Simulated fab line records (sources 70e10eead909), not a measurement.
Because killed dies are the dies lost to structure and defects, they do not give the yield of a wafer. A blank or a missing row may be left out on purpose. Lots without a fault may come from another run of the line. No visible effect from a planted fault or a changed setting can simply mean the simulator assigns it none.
Which tool was responsible? -- flow nand-harc -- Sampling: 24 lots, 72 wafers, 3 of 1302 route steps

== WHAT THE GAUGES SHOWED, per wafer ==
NHARC_A_ONON_D1_THK_MEAS_21: measures by ellipsometry.
lot,measured,on,thk-nm (nm)
L074,day 8 10:07,film-metro-02,1014 1014 1013
L075,day 8 21:23,film-metro-01,1003 1003 1001
L076,day 8 21:23,film-metro-02,1003 1001 1002
L077,day 9 18:29,film-metro-02,992 992 992
L078,day 9 18:28,film-metro-01,995 997 998
L079,day 10 07:44,film-metro-02,997 998 1000
L081,day 11 03:46,film-metro-01,1002 1001 1002
L080,day 11 03:44,film-metro-02,1002 1003 1002
L082,day 11 13:35,film-metro-01,1013 1012 1016
L083,day 12 05:11,film-metro-01,1001 999 1002
L084,day 12 20:23,film-metro-01,1022 1023 1022
L085,day 13 04:29,film-metro-02,1004 1004 1004
L087,day 13 12:05,film-metro-02,1004 1004 1004
L086,day 13 12:06,film-metro-02,975 972 974
L088,day 14 08:59,film-metro-02,1007 1004 1005
L089,day 14 08:59,film-metro-02,1000 1000 1000
L090,day 15 00:34,film-metro-02,1009 1010 1011
L091,day 15 11:18,film-metro-02,983 982 985
L092,day 15 15:28,film-metro-01,1000 999 997
L093,day 16 02:18,film-metro-02,1008 1008 1009
L094,day 16 07:49,film-metro-02,996 994 997
L095,day 17 15:30,film-metro-02,1014 1014 1013
L096,day 17 15:31,film-metro-02,997 998 997
L097,day 18 06:44,film-metro-02,1000 999 1002

NHARC_A_CHANNEL_HOLE_D1_CD_MEAS_10: the cd target is 100 nm.
lot,measured,on,cd-nm (nm)
L074,day 8 15:50,cd-sem-02,99.6 100.4 99.4
L075,day 9 02:53,cd-sem-01,99.7 100.7 100.3
L076,day 9 02:37,cd-sem-03,98.7 100.1 99.1
L077,day 9 23:37,cd-sem-02,100.5 99.5 99.8
L078,day 10 00:46,cd-sem-03,100.4 99.8 101.2
L079,day 10 12:43,cd-sem-01,99.9 100.6 99.0
L081,day 11 13:50,cd-sem-01,100.6 100.1 100.0
L080,day 11 12:03,cd-sem-01,98.7 100.7 99.5
L082,day 11 20:52,cd-sem-02,101.0 101.1 100.7
L083,day 12 11:39,cd-sem-03,100.3 100.6 100.6
L084,day 13 01:22,cd-sem-03,100.0 100.7 99.6
L085,day 13 11:58,cd-sem-03,100.3 100.5 100.1
L087,day 13 19:14,cd-sem-01,100.3 100.3 99.1
L086,day 13 17:13,cd-sem-02,99.4 99.4 99.3
L088,day 14 13:55,cd-sem-01,99.8 100.6 99.7
L089,day 14 14:11,cd-sem-02,100.3 100.1 100.6
L090,day 15 05:31,cd-sem-02,100.1 99.9 100.2
L091,day 15 17:38,cd-sem-01,100.2 99.6 99.5
L092,day 15 20:32,cd-sem-01,100.7 100.4 99.9
L093,day 16 08:36,cd-sem-02,100.0 100.2 99.7
L094,day 16 13:52,cd-sem-01,101.2 100.9 100.5
L095,day 17 22:44,cd-sem-01,100.3 100.6 100.5
L096,day 17 22:59,cd-sem-01,100.0 99.6 100.6
L097,day 18 11:41,cd-sem-01,98.8 98.6 99.9

== WHAT TOOL EACH LOT RAN ON (gives the tool, then ch and the chambers of the sampled wafers, and finally the start) ==
lot,NHARC_P_BONDPAD_STRIP_15
L074,"rie-diel-07 ch 0,2,3, day 6 21:30"
L075,"rie-diel-07 ch 1,2, day 7 04:46"
L076,"rie-diel-07 ch 0,3, day 7 10:17"
L077,"rie-diel-05 ch 0,2,3, day 8 04:38"
L078,"rie-diel-12 ch 1,2,3, day 8 06:28"
L079,"rie-diel-05 ch 0,1,3, day 8 19:56"
L081,"rie-diel-07 ch 0,2, day 9 11:14"
L080,"rie-diel-05 ch 0,3, day 9 12:31"
L082,"rie-diel-05 ch 0,1,3, day 10 00:38"
L083,"rie-diel-07 ch 1,2,3, day 10 17:19"
L084,"rie-diel-12 ch 0,1,2, day 11 05:32"
L085,"rie-diel-07 ch 0,3, day 11 14:39"
L087,"rie-diel-05 ch 0,2,3, day 11 22:18"
L086,"rie-diel-07 ch 1,2,3, day 11 22:54"
L088,"rie-diel-07 ch 0,2, day 12 17:50"
L089,"rie-diel-05 ch 0,1,2, day 12 18:53"
L090,"rie-diel-05 ch 0,1,2, day 13 08:32"
L091,"rie-diel-07 ch 0,2,3, day 13 18:50"
L092,"rie-diel-12 ch 0,3, day 13 23:56"
L093,"rie-diel-07 ch 0,2,3, day 14 12:02"
L094,"rie-diel-05 ch 0,3, day 14 19:35"
L095,"rie-diel-05 ch 2,3, day 15 10:56"
L096,"rie-diel-12 ch 0,1,2, day 15 19:31"
L097,"rie-diel-12 ch 1,3, day 16 01:36"
- NHARC_P_BONDPAD_STRIP_15: strips in O2.

== WHAT THE TOOLS THEMSELVES READ (means of the sampled wafers that have a number; where no wafer has one, the mark that the record gives instead) ==
NHARC_P_BONDPAD_STRIP_15.
lot,tool,drypump-motor-current-A (A),oes-product-au (a.u.),rf-vpp-V (V),showerhead-plenum-p-Torr (Torr),throttle-valve-pct (%)
L074,rie-diel-07,5.85,0.999,57.4,3.59,17.034
L075,rie-diel-07,6.13,1.006,58.5,3.69,17.041
L076,rie-diel-07,5.67,0.984,58.1,3.54,17.038
L077,rie-diel-05,5.64,0.996,58.6,3.63,17.034
L078,rie-diel-12,5.49,0.990,58.5,3.52,17.040
L079,rie-diel-05,5.62,1.001,57.7,3.60,17.037
L081,rie-diel-07,5.71,0.996,58.6,3.57,17.029
L080,rie-diel-05,5.47,1.002,57.7,3.54,17.029
L082,rie-diel-05,5.62,0.996,57.8,3.60,17.038
L083,rie-diel-07,6.06,0.997,58.0,3.65,17.035
L084,rie-diel-12,5.38,1.011,58.6,3.44,17.049
L085,rie-diel-07,5.66,0.994,58.2,3.54,17.037
L087,rie-diel-05,5.64,1.003,57.4,3.62,17.036
L086,rie-diel-07,6.05,0.999,58.3,3.65,17.036
L088,rie-diel-07,5.75,0.992,57.7,3.57,17.033
L089,rie-diel-05,5.80,1.010,57.8,3.67,17.039
L090,rie-diel-05,5.80,1.010,57.9,3.67,17.036
L091,rie-diel-07,5.86,0.995,58.3,3.59,17.035
L092,rie-diel-12,5.83,0.987,57.3,3.49,17.032
L093,rie-diel-07,5.87,0.996,56.7,3.59,17.031
L094,rie-diel-05,5.55,1.025,58.3,3.61,17.042
L095,rie-diel-05,5.55,1.007,57.2,3.56,17.035
L096,rie-diel-12,5.38,0.992,57.9,3.44,17.038
L097,rie-diel-12,5.51,0.983,57.1,3.46,17.041

== THE ANSWER, worked out from the rows above alone ==
Rule: usual is defined by the lots themselves. The widest of any qualifying gaps counts: lots, ordered by their means at a reading, are off when they make up no more than a third of the lots, leave a main group of 4 or more, and stand apart from it by 3 or more times the standard deviation of that group's means. If all means in a main group match to the digits the tables above print for the reading, that group is not used. A lot without any number at a reading at which 4 lots or more have one is off too. Where the step has rows for the other lots, those lots are counted as sound. First the gauges in route order, then the tools' own readings, where a lot's mean is used as printed above. At the first step where some lot is off, the reading lying furthest off is the one used; lots without a number count as furthest.
Across all readings shown, no lot is off: no conclusion can be drawn from this.

== WHAT WAS PUT IN BY THE SIMULATOR ==
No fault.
